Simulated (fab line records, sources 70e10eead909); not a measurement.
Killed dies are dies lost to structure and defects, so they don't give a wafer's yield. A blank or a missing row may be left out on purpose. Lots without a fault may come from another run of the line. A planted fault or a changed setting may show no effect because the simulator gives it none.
Which tool did it? | flow nand_harc | 7 lots, 21 wafers sampled, at 2 steps of a route of 1302

WHAT THE GAUGES READ, wafer by wafer
NHARC_A_BONDPAD_THK_MEAS_30: measures by ellipsometry.
lot  | measured     | on            | thk_nm (nm)
L829 | day 24 08:21 | film_metro-02 | 199.4 200.0 200.6
L831 | day 25 16:25 | film_metro-02 | 200.8 201.9 199.0
L833 | day 26 06:49 | film_metro-02 | 198.7 204.5 198.2
L841 | day 30 06:02 | film_metro-02 | 199.3 200.8 200.4
L844 | day 30 15:08 | film_metro-02 | 198.0 202.1 200.1
L847 | day 31 21:32 | film_metro-01 | 199.1 197.8 201.4
L848 | day 33 03:45 | film_metro-02 | 199.9 198.3 199.5

WHICH TOOL RAN EACH LOT (tool, then ch and the chambers of the sampled wafers, then the start)
lot  | NHARC_A_ONON_D2_DEP_06
L829 | pecvd_onon-02 ch 0, day 13 23:05
L831 | pecvd_onon-01 ch 0, day 14 19:08
L833 | pecvd_onon-02 ch 0, day 15 19:09
L841 | pecvd_onon-01 ch 0, day 19 03:47
L844 | pecvd_onon-04 ch 0, day 20 01:57
L847 | pecvd_onon-04 ch 0, day 21 11:08
L848 | pecvd_onon-01 ch 0, day 22 10:28
- NHARC_A_ONON_D2_DEP_06: target thk 1000 nm.

THE ANSWER, worked out from the rows above alone
Rule: what is usual is taken from the lots themselves. Put in order of their means at a reading, lots are off if they are a third of the lots or fewer, leave a main group of 4 or more, and stand apart from it by a gap of 3 or more times the standard deviation of the main group's means; of several such gaps the widest counts. A main group whose means are all the same, to the digits that the tables above print for the reading, isn't used. A lot without any number at a reading at which 4 lots or more have one is off too. The other lots that the step has rows for count as sound.
No lot is off at any reading shown: from this, nothing can be told.

WHAT THE SIMULATOR HAD PUT IN
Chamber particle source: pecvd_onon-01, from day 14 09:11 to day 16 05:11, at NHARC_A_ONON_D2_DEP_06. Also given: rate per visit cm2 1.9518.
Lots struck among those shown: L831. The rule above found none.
